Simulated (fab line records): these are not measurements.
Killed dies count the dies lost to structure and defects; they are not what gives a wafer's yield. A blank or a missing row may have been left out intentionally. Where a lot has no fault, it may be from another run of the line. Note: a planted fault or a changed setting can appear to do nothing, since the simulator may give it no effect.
Matching of chambers || flow n5_finfet || 4 sister chambers for N5_BEOL_M0_SAQP_MANDREL2_REMOVE_110 on rie_si-04
The step chemistry HBr/Cl2/O2, target a-Si, stops on SiCN, bt time 10 s. 7 wafers are shown with their chamber, then 7 later ones without.

EACH WAFER AND ITS CHAMBER
{"wafer": "L081.6", "chamber": 0, "throttle_valve_pct (%)": 37.1, "oes_product_au (a.u.)": 1.022}
{"wafer": "L082.1", "chamber": 1, "throttle_valve_pct (%)": 36.9, "oes_product_au (a.u.)": 0.996}
{"wafer": "L082.5", "chamber": 0, "throttle_valve_pct (%)": 37.2, "oes_product_au (a.u.)": 1.023}
{"wafer": "L086.5", "chamber": 1, "throttle_valve_pct (%)": 36.9, "oes_product_au (a.u.)": 0.992}
{"wafer": "L086.6", "chamber": 2, "throttle_valve_pct (%)": 37.2, "oes_product_au (a.u.)": 1.006}
{"wafer": "L092.4", "chamber": 3, "throttle_valve_pct (%)": 37.0, "oes_product_au (a.u.)": 1.003}
{"wafer": "L092.5", "chamber": 2, "throttle_valve_pct (%)": 37.2, "oes_product_au (a.u.)": 0.995}

WAFERS MISSING THEIR CHAMBER
{"wafer": "L092.6", "throttle_valve_pct (%)": 36.4, "oes_product_au (a.u.)": 0.991}
{"wafer": "L094.1", "throttle_valve_pct (%)": 36.4, "oes_product_au (a.u.)": 0.981}
{"wafer": "L094.2", "throttle_valve_pct (%)": 37.2, "oes_product_au (a.u.)": 1.024}
{"wafer": "L094.4", "throttle_valve_pct (%)": 37.2, "oes_product_au (a.u.)": 0.978}
{"wafer": "L095.2", "throttle_valve_pct (%)": 37.2, "oes_product_au (a.u.)": 0.990}
{"wafer": "L095.3", "throttle_valve_pct (%)": 37.0, "oes_product_au (a.u.)": 0.997}
{"wafer": "L095.6", "throttle_valve_pct (%)": 37.2, "oes_product_au (a.u.)": 0.986}

WHICH CHAMBER EACH WENT THROUGH
{"wafer": "L092.6", "from the rows above": 1, "in truth": 1}
{"wafer": "L094.1", "from the rows above": 1, "in truth": 1}
{"wafer": "L094.2", "from the rows above": 0, "in truth": 0}
{"wafer": "L094.4", "from the rows above": 2, "in truth": 2}
{"wafer": "L095.2", "from the rows above": 2, "in truth": 2}
{"wafer": "L095.3", "from the rows above": "can't be placed: 3 or 1", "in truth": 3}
{"wafer": "L095.6", "from the rows above": 2, "in truth": 2}
6 of 7 placed correctly. Not placeable from these rows: 1 (in 1, the candidates include the true chamber). Wrongly placed: 0.
How it was worked out, from the rows above alone: a wafer's distance from a chamber is the root of the sum, over the readings, of the square of ((its reading less the chamber's mean) divided by the reading's scatter). The wafer belongs to the nearest chamber; if the next one is less than 2 further off, it can't be placed. Each chamber's mean is taken over the wafers shown for it. How the scatter is found: for the shown wafers, subtract from each reading the mean of its chamber, square and add these, divide the total by (wafers less chambers), then take the root.
